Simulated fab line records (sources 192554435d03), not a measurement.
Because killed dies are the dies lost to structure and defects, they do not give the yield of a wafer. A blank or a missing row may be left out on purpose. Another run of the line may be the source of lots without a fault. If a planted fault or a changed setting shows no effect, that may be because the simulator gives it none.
fab line records	flow n5_finfet
record: lots: 6	wafers: 18	last_day: 17
route steps=1938 shown SD_EPI_N@276 SD_EPI_P@295 SD_ACTIVATION@331 PASSIVATION@1936
lots with no fault: from the same line, run without faults
start_h: the number of hours between the record's first day and the start of the first shown wafer of the lot	wait_h: hours from the lot's prior step to this one	" as in the row above	L1.1+2: a single row standing in for several wafers	- value missing, or start not given	* or withheld: withheld	< > ~ a bound
route shown NAME@n: names a module that has steps shown in the file, with the first one's number in the route	usual: the fault-free wafers' mean and standard deviation	same: alike in all rows	chamber/n: place in a boat	sites: the reading at each site	_std_site: how widely they spread, as a standard deviation	_edge_site: mean of outer sites minus mean of inner sites	radius_mm: how far each site lies from the wafer's centre	mask NAME#n: copy n	behind: the most recent tool/chamber to have shaped the wafer	hold: what put the lot on hold/how long, in hours/how the hold closed	device: the n, p or np transistor that did not switch	end of line: the tests these same wafers got at the end of their route	a step without rows: its recipe alone	killed: at the first sort, the dies lost to defects and structure; wafer yield is something else	map: a wafer's dies, marking killed ones x, the rest . and places with no die _
set.NAME: the setting that was run; set.NAME@STEP: the one run at that earlier step	model.NAME: the simulator's own value behind a step, which no gauge read
lots at selected steps of the route; one table per step, one row per wafer
services: a tool's chamber out of use, with start hour (start_h, from the record's first day; less than 0 if before it), hours out, and reason
== steps ==
step: N5_SD_EPI_N_STRIP_36
recipe: chemistry: N2/H2	temp_c: 40	n2_flow_sccm: 200	h2_flow_sccm: 200	rf_frequency_hz: 6e+07
step: N5_SD_EPI_N_ETCHBACK_44
recipe: chemistry: CH3F/O2	mode: anisotropic_etchback	target: SiNx	target_depth_a: 145	stop_on: SiO2	over_etch_frac: 0.3	ion_energy_ev: 120	pressure_mtorr: 30	source_w: 395	bias_w: 73	Ar_flow_sccm: 150	CH3F_flow_sccm: 30	O2_flow_sccm: 20
step: N5_SD_EPI_N_ETCH_45
recipe: chemistry: CH3F/O2	target: SiOCN	target_depth_a: 60	mask_material: SOC	ion_energy_ev: 60	bias_w: 29	pressure_mtorr: 15	source_w: 410	Ar_flow_sccm: 150	CH3F_flow_sccm: 30	O2_flow_sccm: 20
step: N5_SD_EPI_N_ETCH_16
recipe: chemistry: CHF3/O2	target: SiO2	target_depth_a: 50	mask_material: SOC	pressure_mtorr: 30	source_w: 650	bias_w: 170	Ar_flow_sccm: 200	CHF3_flow_sccm: 50	O2_flow_sccm: 5	ion_energy_ev: 200
step: N5_SD_EPI_N_STRIP_47
recipe: chemistry: CHF3/O2	resist: SiARC	rf_frequency_hz: 6e+07
step: N5_SD_EPI_N_SD_RECESS_17
recipe: chemistry: HBr/Cl2/O2	target_depth_a: 410	mask_material: SOC	time_s: 23.7	bt_time_s: 3	pressure_mtorr: 10	icp_w: 800	bias_w: 112	HBr_flow_sccm: 150	Cl2_flow_sccm: 80	O2_flow_sccm: 12
usual: HBr_flow_sccm: 149.9/0.46	bias_w: 112.0/0.32	drypump_motor_current_A: 5.7/0.42	oes_product_au: 1.003/0.018	throttle_valve_pct: 37.2/0.44
lot.wafer	tool	chamber	start_h	wait_h	HBr_flow_sccm	bias_w	drypump_motor_current_A	oes_product_au	rf_hours_counter_h	throttle_valve_pct
L991.1	rie_si-05	0	75.95	0.0	149.9	111.8	6.2	0.999	149	36.2
L991.4	"	3	"	"	151.0	111.5	5.9	1.025	125	37.1
L991.5	"	3	"	"	150.7	111.3	5.9	1.025	-	37.1
L997.1	rie_si-01	3	109.37	0.0	149.7	112.1	5.5	0.988	100	36.9
L997.4	"	2	"	"	149.6	112.0	5.9	0.990	73	37.6
L997.5	"	1	"	"	149.6	112.3	5.7	1.017	-	36.9
L999.1	rie_si-04	3	121.36	0.0	149.9	111.3	5.6	0.996	184	37.1
L999.4	"	1	"	"	150.2	112.1	6.1	0.975	45	36.9
L999.5	"	2	"	"	149.9	111.6	5.2	0.982	-	37.6
L101.2	rie_si-01	1	132.39	0.0	150.8	112.2	5.7	1.022	190	36.9
L101.3	"	0	"	"	149.7	111.9	5.9	1.001	2	37.2
L101.4	"	2	"	"	149.6	112.6	5.9	0.987	73	37.5
L106.1	rie_si-01	3	161.53	0.0	149.9	111.8	5.5	0.995	101	36.9
L106.5	"	3	"	"	149.9	111.9	5.5	0.990	-	36.9
L106.6	"	0	"	"	150.0	112.5	5.9	0.996	-	37.2
L110.1	rie_si-04	0	192.17	0.0	150.2	111.5	6.2	1.027	75	37.3
L110.3	"	3	"	"	151.7	111.6	5.6	0.995	185	37.1
L110.5	"	3	"	"	150.7	112.2	5.6	0.989	-	37.1
step: N5_SD_EPI_N_STRIP_38
recipe: chemistry: N2/H2	power_w: 1000	temp_c: 250	h2_frac: 0.65	overash_fraction: 0.3	pressure_mtorr: withheld	n2_flow_sccm: 1750	h2_flow_sccm: 3250
step: N5_SD_EPI_N_WET_ETCH_43
recipe: chemistry: dHF	dilution: withheld	time_s: 14	target: SiO2	target_depth_a: 15	temp_c: 25
step: N5_SD_EPI_N_STRIP_18
recipe: chemistry: SPM	time_s: 750	temp_c: 130	h2so4_h2o2_vol_ratio: 4
step: N5_SD_EPI_N_SRD_20
recipe: dry: ipa_marangoni	do_ppb: 5	time_s: 30	temp_c: 23	rinse_liquid: diw
step: N5_SD_EPI_N_PRECLEAN_48
recipe: chemistry: NF3:NH3	afs_cycles: 2	temp_c: 30	time_s: 20	sublimation_temp_c: 180	sublimation_time_s: 60	pressure_torr: 3	rf_power_w: 30
step: N5_SD_EPI_N_VAPOR_ETCH_50
recipe: chemistry: HCl	target: Si	temp_c: 775	time_s: 54	pressure_torr: 20	mode: isotropic
usual: throttle_valve_pct: 11.75/0.25
lot.wafer	tool	chamber	start_h	wait_h	throttle_valve_pct
L991.1	epi_rpcvd-01	0	77.03	0.5	11.64
L991.4	"	0	"	"	11.48
L991.5	"	0	"	"	11.50
L997.1	epi_rpcvd-02	0	110.18	0.3	11.96
L997.4	"	0	"	"	11.98
L997.5	"	0	"	"	11.98
L999.1	epi_rpcvd-01	0	122.16	0.3	11.44
L999.4	"	0	"	"	11.51
L999.5	"	0	"	"	11.58
L101.2	epi_rpcvd-01	0	133.37	0.4	11.68
L101.3	"	0	"	"	11.67
L101.4	"	0	"	"	11.83
L106.1	epi_rpcvd-02	0	162.46	0.4	11.91
L106.5	"	0	"	"	11.88
L106.6	"	0	"	"	11.88
L110.1	epi_rpcvd-03	0	192.97	0.3	11.59
L110.3	"	0	"	"	11.41
L110.5	"	0	"	"	11.45
step: N5_SD_EPI_N_EPI_21
recipe: material: Si:P	dopant: P	temp_c: 680	pressure_torr: 255	time_s: 690
lot.wafer	tool	chamber	start_h	wait_h
L991.1+4+5	epi_rpcvd-01	0	77.35	0.3
L997.1+4+5	epi_rpcvd-02	0	110.36	0.1
L999.1+4+5	epi_rpcvd-01	0	122.34	0.1
L101.2+3+4	epi_rpcvd-01	0	133.94	0.5
L106.1+5+6	epi_rpcvd-02	0	162.70	0.2
L110.1+3+5	epi_rpcvd-03	0	193.15	0.1
step: N5_SD_EPI_N_EPI_MEAS_23
recipe: mode: xrd
usual: thk_nm: 59.0/1.2
lot.wafer	tool	chamber	start_h	wait_h	thk_nm
L991.1	film_metro-01	-	80.38	2.5	61.3
L991.4	"	-	"	"	57.7
L991.5	"	-	"	"	59.0
L997.1	film_metro-02	-	112.08	1.4	59.2
L997.4	"	-	"	"	59.8
L997.5	"	-	"	"	60.4
L999.1	film_metro-02	-	124.06	1.4	59.1
L999.4	"	-	"	"	58.3
L999.5	"	-	"	"	57.5
L101.2	film_metro-01	-	135.84	1.5	55.9
L101.3	"	-	"	"	59.2
L101.4	"	-	"	"	59.0
L106.1	film_metro-01	-	164.98	1.9	58.7
L106.5	"	-	"	"	58.5
L106.6	"	-	"	"	59.9
L110.1	film_metro-02	-	194.87	1.4	60.4
L110.3	"	-	"	"	62.0
L110.5	"	-	"	"	60.3
step: N5_SD_EPI_N_PRECLEAN_24
recipe: chemistry: O3/DIW	time_s: 60	temp_c: 22	o3_ppm: 10
step: N5_SD_EPI_N_SRD_25
recipe: time_s: 30	temp_c: 23	rinse_liquid: diw	dry: ipa_marangoni
step: N5_SD_EPI_N_PRECLEAN_49
recipe: chemistry: NF3:NH3	afs_cycles: 1	temp_c: 30	time_s: 20	sublimation_temp_c: 180	sublimation_time_s: 60	pressure_torr: 3	rf_power_w: 30
step: N5_SD_EPI_N_LINER_46
recipe: material: SiNx	target_thk_a: 30	temp_c: 400	ald_precursor_family: SiH2I2	ald_co_reactant: N2/H2-plasma	pressure_torr: 2
step: N5_SD_EPI_N_INSPECT_26
recipe: inspect_instrument: darkfield	mode: post_epi
usual: raw_defect_count: 195/41
lot.wafer	tool	chamber	start_h	wait_h	raw_defect_count
L991.1	defect_inspect-01	-	80.96	0.1	290
L991.4	"	-	"	"	236
L991.5	"	-	"	"	220
L997.1	defect_inspect-02	-	112.84	0.1	174
L997.4	"	-	"	"	221
L997.5	"	-	"	"	170
L999.1	defect_inspect-01	-	124.61	0.1	166
L999.4	"	-	"	"	190
L999.5	"	-	"	"	189
L101.2	defect_inspect-02	-	136.41	0.2	194
L101.3	"	-	"	"	183
L101.4	"	-	"	"	210
L106.1	defect_inspect-02	-	166.10	0.1	187
L106.5	"	-	"	"	186
L106.6	"	-	"	"	160
L110.1	defect_inspect-02	-	195.42	0.1	157
L110.3	"	-	"	"	180
L110.5	"	-	"	"	135
step: N5_SD_EPI_P_COAT_34
recipe: resist: SOC	temp_c: 250	time_s: 60	spin_rpm: 1500	resist_thk_nm: 350
step: N5_SD_EPI_P_COAT_35
recipe: resist: SiARC	temp_c: 220	time_s: 60	spin_rpm: 1500	resist_thk_nm: 35
step: N5_SD_EPI_P_COAT_03
recipe: resist: CAR-ArF-block	spin_rpm: 1500	resist_thk_nm: 150
step: N5_SD_EPI_P_EBR_05
recipe: solvent: PGMEA	ebr_width_mm: 1.5
step: N5_SD_EPI_P_SOFTBAKE_04
recipe: temp_c: 110	time_s: 60	resist: CAR-ArF-block
step: N5_SD_EPI_P_EXPOSE_06
recipe: mask_id: SD_P_BLK	na: 1.35	source_shape: conventional	sigma_outer: 0.8	polarization: unpolarized	target_cd_nm: 240	dose_mj: 39.5
step: N5_SD_EPI_P_PEB_07
recipe: peb_temp_c: 110	peb_time_s: 60	resist: CAR-ArF-block
step: N5_SD_EPI_P_DEVELOP_08
recipe: develop_time_s: 30	developer: TMAH	resist: CAR-ArF-block	dev_temp_c: 23	rinse_liquid: diw	dry: air_spin
step: N5_SD_EPI_P_CD_MEAS_09
recipe: target_cd_nm: 240	landing_energy_ev: 500	detector: se_inlens
usual: cd_nm: 239.8/0.98
same: landing_energy_ev: 500
lot.wafer	tool	chamber	start_h	wait_h	cd_nm
L991.1	cd_sem-03	0	81.23	-	239.9
L991.4	"	0	"	"	239.5
L991.5	"	0	"	"	239.0
L997.1	cd_sem-02	0	113.11	-	240.7
L997.4	"	0	"	"	239.4
L997.5	"	0	"	"	239.3
L999.1	cd_sem-01	0	125.01	-	239.9
L999.4	"	0	"	"	239.3
L999.5	"	0	"	"	240.7
L101.2	cd_sem-02	0	136.81	-	239.0
L101.3	"	0	"	"	238.9
L101.4	"	0	"	"	240.3
L106.1	cd_sem-02	0	166.38	-	238.4
L106.5	"	0	"	"	239.4
L106.6	"	0	"	"	238.7
L110.1	cd_sem-02	0	195.70	-	240.7
L110.3	"	0	"	"	237.8
L110.5	"	0	"	"	238.7
step: N5_SD_EPI_P_OVL_MEAS_10
recipe: points_per_wafer: 44
usual: SD_P_BLK_OVL: -0.3/0.7
lot.wafer	tool	chamber	start_h	wait_h	SD_P_BLK_OVL[nm]
L991.1	overlay-02	0	81.26	0.0	-0.3
L991.4	"	0	"	"	0.1
L991.5	"	0	"	"	-0.2
L997.1	overlay-01	0	113.14	0.0	-0.3
L997.4	"	0	"	"	-1.2
L997.5	"	0	"	"	-0.6
L999.1	overlay-01	0	125.04	0.0	0.7
L999.4	"	0	"	"	0.2
L999.5	"	0	"	"	0.1
L101.2	overlay-02	0	136.84	0.0	-0.7
L101.3	"	0	"	"	-1.5
L101.4	"	0	"	"	0.1
L106.1	overlay-02	0	166.41	0.0	-0.7
L106.5	"	0	"	"	-0.1
L106.6	"	0	"	"	0.4
L110.1	overlay-01	0	195.73	0.0	-1.3
L110.3	"	0	"	"	-0.5
L110.5	"	0	"	"	0.0
step: N5_SD_EPI_P_INSPECT_11
recipe: mode: adi	inspect_instrument: macro
usual: raw_defect_count: 2.0/1.5
lot.wafer	tool	chamber	start_h	wait_h	raw_defect_count
L991.1	defect_inspect-01	-	81.29	0.0	0
L991.4	"	-	"	"	1
L991.5	"	-	"	"	1
L997.1	defect_inspect-01	-	113.16	0.0	0
L997.4	"	-	"	"	1
L997.5	"	-	"	"	1
L999.1	defect_inspect-01	-	125.07	0.0	2
L999.4	"	-	"	"	3
L999.5	"	-	"	"	2
L101.2	defect_inspect-02	-	136.86	0.0	1
L101.3	"	-	"	"	1
L101.4	"	-	"	"	2
L106.1	defect_inspect-02	-	166.43	0.0	2
L106.5	"	-	"	"	4
L106.6	"	-	"	"	2
L110.1	defect_inspect-01	-	195.75	0.0	2
L110.3	"	-	"	"	2
L110.5	"	-	"	"	4
step: N5_SD_EPI_P_DESCUM_14
recipe: chemistry: O2	time_s: 7.9	source_power_w: 50	bias_power_w: 20	pressure_mtorr: 20	rf_frequency_hz: 2.712e+07	temp_c: 40	resist: CAR-ArF-block	o2_flow_sccm: 225
usual: drypump_motor_current_A: 5.6/0.52	oes_product_au: 0.78/0.09	rf_vpp_V: 242.7/1.5	showerhead_plenum_p_Torr: 2.07/0.085	throttle_valve_pct: 20.51/0.23
lot.wafer	tool	chamber	start_h	wait_h	drypump_motor_current_A	oes_product_au	rf_hours_counter_h	rf_vpp_V	showerhead_plenum_p_Torr	throttle_valve_pct
L991.1	rie_diel-06	2	81.34	0.1	4.7	0.72	200	242.8	2.07	20.70
L991.4	"	1	"	"	5.4	0.83	65	245.5	2.20	20.12
L991.5	"	0	"	"	6.2	0.73	-	241.3	1.98	20.74
L997.1	rie_diel-02	3	113.22	0.1	6.0	0.68	236	242.3	2.14	20.46
L997.4	"	0	"	"	5.7	0.77	120	240.9	1.95	20.73
L997.5	"	1	"	"	5.5	0.72	-	244.4	2.08	20.91
L999.1	rie_diel-02	3	125.22	0.1	6.0	0.67	240	242.8	2.14	20.45
L999.4	"	2	"	"	5.7	0.87	57	242.7	2.03	20.39
L999.5	"	1	"	"	5.5	0.72	-	242.6	2.08	20.92
L101.2	rie_diel-03	0	136.90	0.0	5.9	0.69	199	244.7	2.18	20.41
L101.3	"	2	"	"	5.3	0.90	30	241.8	2.06	20.53
L101.4	"	1	"	"	5.0	0.93	14	243.4	2.23	20.09
L106.1	rie_diel-06	2	166.46	0.0	4.7	0.70	224	243.3	2.07	20.76
L106.5	"	2	"	"	4.7	0.70	-	243.5	2.07	20.76
L106.6	"	3	"	"	4.8	0.86	-	240.9	2.11	20.42
L110.1	rie_diel-03	2	196.26	0.5	5.3	0.86	50	241.8	2.05	20.56
L110.3	"	1	"	"	5.0	0.88	34	245.0	2.22	20.16
L110.5	"	3	"	"	6.5	0.70	-	240.0	1.98	20.58
step: N5_SD_EPI_P_ETCH_36
recipe: chemistry: CF4	target: SiARC	target_depth_a: 455	mask_material: CAR-ArF-block	time_s: 75.8	ion_energy_ev: 80	pressure_mtorr: 40	source_w: 545	bias_w: 36	Ar_flow_sccm: 100	cf4_flow_sccm: 100	ends: cleared
usual: bias_w: 36.00/0.12	drypump_motor_current_A: 5.6/0.52	etch_rf_on_time_s: 77.3/2.6	mfc_ar_sccm: 99.96/0.3	oes_product_au: 0.66/0.076	rf_vpp_V: 183.9/1.4	showerhead_plenum_p_Torr: 2.12/0.086	throttle_valve_pct: 15.69/0.23
lot.wafer	tool	chamber	start_h	wait_h	bias_w	drypump_motor_current_A	etch_rf_on_time_s	mfc_ar_sccm	oes_product_au	rf_hours_counter_h	rf_vpp_V	showerhead_plenum_p_Torr	throttle_valve_pct
L991.1	rie_diel-06	2	81.38	0.0	36.01	4.7	80.2	99.91	0.59	200	184.5	2.14	15.90
L991.4	"	1	"	"	36.02	5.4	72.6	100.06	0.73	65	186.5	2.27	15.48
L991.5	"	0	"	"	35.87	6.2	77.1	100.15	0.63	-	182.0	2.05	16.10
L997.1	rie_diel-02	3	113.26	0.0	35.88	6.0	82.9	100.45	0.57	236	185.0	2.21	15.76
L997.4	"	0	"	"	36.07	5.7	76.8	100.21	0.65	120	181.8	2.00	15.90
L997.5	"	1	"	"	36.10	5.5	76.7	100.37	0.60	-	183.9	2.12	16.04
L999.1	rie_diel-02	3	125.25	0.0	35.86	6.0	82.3	100.48	0.57	240	185.8	2.21	15.75
L999.4	"	2	"	"	36.06	5.7	75.0	100.64	0.75	57	183.2	2.08	15.49
L999.5	"	1	"	"	36.15	5.4	76.5	100.25	0.60	-	184.3	2.12	16.05
L101.2	rie_diel-03	0	136.93	0.0	35.93	5.9	77.3	100.11	0.60	199	186.6	2.22	15.67
L101.3	"	2	"	"	36.10	5.3	77.4	100.15	0.75	30	183.1	2.08	15.54
L101.4	"	1	"	"	35.97	5.0	76.0	99.49	0.79	14	184.7	2.28	15.26
L106.1	rie_diel-06	2	166.50	0.0	36.04	4.7	80.2	99.68	0.59	224	183.5	2.13	15.98
L106.5	"	2	"	"	35.81	4.7	80.9	99.52	0.58	-	183.8	2.13	15.96
L106.6	"	3	"	"	36.23	4.7	73.6	99.95	0.72	-	184.0	2.14	15.60
L110.1	rie_diel-03	2	196.29	0.0	36.02	5.2	77.7	99.70	0.71	50	185.8	2.08	15.59
L110.3	"	1	"	"	36.00	5.0	77.3	100.18	0.73	34	185.8	2.27	15.29
L110.5	"	3	"	"	35.91	6.5	78.1	99.74	0.58	-	181.7	2.03	15.75
step: N5_SD_EPI_P_ETCH_37
recipe: chemistry: N2/H2	target: SOC	overetch_a: 1080	mask_material: SiARC	temp_c: 40	ion_energy_ev: 100	source_w: 3000	bias_w: 133	pressure_mtorr: 20	time_s: 486	n2_flow_sccm: 200	h2_flow_sccm: 200	ends: end_point
step: N5_SD_EPI_P_STRIP_38
recipe: chemistry: N2/H2	temp_c: 40	n2_flow_sccm: 200	h2_flow_sccm: 200	rf_frequency_hz: 6e+07
step: N5_SD_EPI_P_ETCHBACK_46
recipe: chemistry: CH3F/O2	mode: anisotropic_etchback	target: SiNx	target_depth_a: 175	stop_on: SiO2	over_etch_frac: 0.3	ion_energy_ev: 120	pressure_mtorr: 30	source_w: 395	bias_w: 73	Ar_flow_sccm: 150	CH3F_flow_sccm: 30	O2_flow_sccm: 20
step: N5_SD_EPI_P_ETCH_47
recipe: chemistry: CH3F/O2	target: SiOCN	target_depth_a: 250	mask_material: SOC	ion_energy_ev: 60	bias_w: 29	pressure_mtorr: 30	source_w: 410	Ar_flow_sccm: 150	CH3F_flow_sccm: 30	O2_flow_sccm: 20
step: N5_SD_EPI_P_ETCH_16
recipe: chemistry: CHF3/O2	target: SiO2	target_depth_a: 50	mask_material: SOC	pressure_mtorr: 30	source_w: 650	bias_w: 170	Ar_flow_sccm: 200	CHF3_flow_sccm: 50	O2_flow_sccm: 5	ion_energy_ev: 200
step: N5_SD_EPI_P_STRIP_50
recipe: chemistry: CHF3/O2	resist: SiARC	rf_frequency_hz: 6e+07
step: N5_SD_EPI_P_SD_RECESS_17
recipe: chemistry: HBr/Cl2/O2	target_depth_a: 391	bt_time_s: 3	pressure_mtorr: 10	icp_w: 800	bias_w: 112	HBr_flow_sccm: 150	Cl2_flow_sccm: 80	O2_flow_sccm: 12
step: N5_SD_EPI_P_WET_ETCH_45
recipe: chemistry: dHF	dilution: withheld	time_s: 10.7	target: SiO2	target_depth_a: 20	temp_c: 25	dry: ipa_marangoni	rinse_time_s: 30	rinse_temp_c: 23
step: N5_SD_EPI_P_STRIP_40
recipe: chemistry: N2/H2	power_w: 1000	temp_c: 250	h2_frac: 0.65	overash_fraction: 0.3	pressure_mtorr: withheld	n2_flow_sccm: 1750	h2_flow_sccm: 3250
usual: drypump_motor_current_A: 6.1/0.57	heater_power_w: 378/35	oes_product_au: 0.762/0.011
lot.wafer	tool	chamber	start_h	wait_h	drypump_motor_current_A	heater_power_w	oes_product_au	rf_hours_counter_h
L991.1	plasma_asher-01	1	82.17	0.0	6.3	385	0.740	37
L991.4	"	0	"	"	5.1	417	0.774	-
L991.5	"	1	"	"	6.3	388	0.775	-
L997.1	plasma_asher-01	1	114.05	0.0	6.4	391	0.750	44
L997.4	"	0	"	"	5.1	409	0.756	-
L997.5	"	0	"	"	5.1	399	0.777	-
L999.1	plasma_asher-02	1	126.05	0.0	5.9	328	0.767	96
L999.4	"	0	"	"	6.7	410	0.758	-
L999.5	"	0	"	"	6.7	417	0.784	-
L101.2	plasma_asher-02	0	137.73	0.0	6.7	408	0.756	99
L101.3	"	1	"	"	5.9	332	0.762	-
L101.4	"	0	"	"	6.7	410	0.734	-
L106.1	plasma_asher-01	1	167.29	0.0	6.4	386	0.762	55
L106.5	"	0	"	"	5.1	411	0.765	-
L106.6	"	1	"	"	6.4	385	0.748	-
L110.1	plasma_asher-02	1	197.09	0.0	5.9	337	0.765	109
L110.3	"	1	"	"	5.9	335	0.784	-
L110.5	"	0	"	"	6.7	407	0.737	-
step: N5_SD_EPI_P_PRECLEAN_52
recipe: chemistry: O3/DIW	time_s: 60	temp_c: 22	o3_ppm: 10
step: N5_SD_ACTIVATION_LSA_01
recipe: temp_c: 1080	time_s: 0.0008	ambient: N2
usual: wafer_temp_C_max: 1084.5/0.94
lot.wafer	tool	chamber	start_h	wait_h	wafer_temp_C_max
L991.1	laser_anneal-01	0	85.29	0.2	1083.4
L991.4	"	0	"	"	1082.8
L991.5	"	0	"	"	1084.4
L997.1	laser_anneal-01	0	117.29	0.2	1085.2
L997.4	"	0	"	"	1083.8
L997.5	"	0	"	"	1084.4
L999.1	laser_anneal-01	0	129.16	0.2	1098.4
L999.4	"	0	"	"	1096.6
L999.5	"	0	"	"	1097.8
L101.2	laser_anneal-01	0	141.71	0.2	1095.9
L101.3	"	0	"	"	1097.9
L101.4	"	0	"	"	1097.5
L106.1	laser_anneal-02	0	170.41	0.2	1082.8
L106.5	"	0	"	"	1084.9
L106.6	"	0	"	"	1083.0
L110.1	laser_anneal-02	0	200.24	0.2	1083.6
L110.3	"	0	"	"	1084.0
L110.5	"	0	"	"	1084.3
step: N5_PASSIVATION_PROBE_49
usual: killed_at_M0_to_M3: 32/9.3	killed_at_M4_up: 14/4.9	killed_at_contacts: 15/7.5	killed_at_front_end: 40/11	killed_at_other: 4/3.3	killed_dies: 104/17	killed_open: 68/14	killed_short: 33/7.9
same: gross_dies: 1180	killed_at_back_side: 0
lot.wafer	tool	chamber	start_h	wait_h	killed_at_M0_to_M3	killed_at_M4_up	killed_at_contacts	killed_at_front_end	killed_at_other	killed_dies	killed_open	killed_short
L101.2	prober-01	-	356.37	0.1	52	13	15	48	2	130	97	32
L101.3	prober-01	-	356.42	0.1	28	12	6	46	2	94	57	36
L101.4	prober-01	-	356.47	0.2	24	16	10	31	1	82	49	23
killed by level:class
L101.2 BEOL_M1:geometric_particle:open=15 STI_FIN_REVEAL:geometric_particle:open=13 MOL_CONTACT_COAG:geometric_particle:open=12 BEOL_M0_SAQP:geometric_particle:short=11 BEOL_M4:geometric_particle:open=10 BEOL_M0_SAQP:geometric_particle:open=8 BEOL_M3:geometric_particle:open=6 DUMMY_GATE:geometric_particle:open=6
L101.3 STI_FIN_REVEAL:geometric_particle:open=17 BEOL_M1:geometric_particle:open=7 BEOL_M0_SAQP:geometric_particle:short=6 FIN_SAQP:geometric_particle:open=5 STI_FIN_REVEAL:geometric_particle:short=5 MOL_CONTACT_COAG:geometric_particle:open=5 BEOL_M0_SAQP:geometric_particle:open=5 ILD0:geometric_particle:short=4
L101.4 HKMG_FIN:area_etch=10 MOL_CONTACT_COAG:geometric_particle:open=8 DUMMY_GATE:geometric_particle:open=7 BEOL_M4:geometric_particle:open=6 BEOL_M1:geometric_particle:open=6 BEOL_M3:geometric_particle:open=6 BEOL_M0_SAQP:geometric_particle:open=5 FIN_SAQP:geometric_particle:short=4
== services ==
tool	chamber	start_h	hours	kind
rie_si-01	-	55.39	0.3	repair
rie_si-04	3	67.23	11.3	repair
rie_diel-03	1	68.41	-	clean
rie_diel-03	1	68.41	-	consumable_replace:focus_ring
rie_diel-03	1	68.41	-	consumable_replace:showerhead
rie_diel-03	1	68.41	23.2	scheduled_down
rie_diel-03	1	68.41	23.2	vent_cycle
rie_si-04	0	69.89	12.7	repair
rie_diel-06	1	70.09	4.3	repair
rie_diel-06	-	98.98	0.4	repair
rie_si-05	-	105.23	0.3	repair
rie_diel-03	0	115.96	8.9	repair
rie_si-01	0	141.09	1.6	repair
plasma_asher-02	-	149.07	2.7	pm
rie_si-05	2	149.22	-	clean
rie_si-05	2	149.22	12.1	scheduled_down
rie_si-05	0	151.76	5.6	repair
rie_diel-02	3	159.07	-	clean
rie_diel-02	3	159.07	-	consumable_replace:focus_ring
rie_diel-06	0	163.38	9.6	repair
epi_rpcvd-01	-	164.46	2.8	pm
rie_si-01	1	191.87	-	clean
rie_si-01	1	191.87	23.0	scheduled_down
rie_si-01	1	191.87	23.0	vent_cycle
== key ==
first_sign: step: N5_SD_ACTIVATION_LSA_01	reading: wafer_temp_C_max	direction: up	sigmas: 14	usual: *	struck: *
effect none on later readings
met_at N5_SD_EPI_N_EPI_21,N5_SD_ACTIVATION_LSA_01
struck_wafers L999.1,L999.4,L999.5,L101.2,L101.3,L101.4
tester_left_out L999,L101
baseline_loss: step: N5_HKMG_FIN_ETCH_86	wafers: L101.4
onset_between 117.29 122.34
fault: kind: process_parameter_drift	tool: epi_rpcvd-01	chamber: -	onset_h: 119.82	steps: N5_SD_EPI_N_EPI_21	channel: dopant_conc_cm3	offset: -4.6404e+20	shape: step	end_h: 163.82	stated: 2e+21
fault: kind: process_parameter_drift	tool: laser_anneal-01	chamber: -	onset_h: 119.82	steps: N5_SD_ACTIVATION_LSA_01	channel: temp_c	offset: *	shape: step	end_h: 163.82	stated: *
tester_left_out: of these lots the tester's yield and bins aren't shown, on N5 and GAA mostly nor the transistor test; their killed dies are dies lost to structure and defects alone, not to doping, threshold or leakage, so they don't give the yield
baseline_loss: these wafers lose ten dies or more at that step, a loss of the line's own and not of a fault; the sort's usual values leave them out
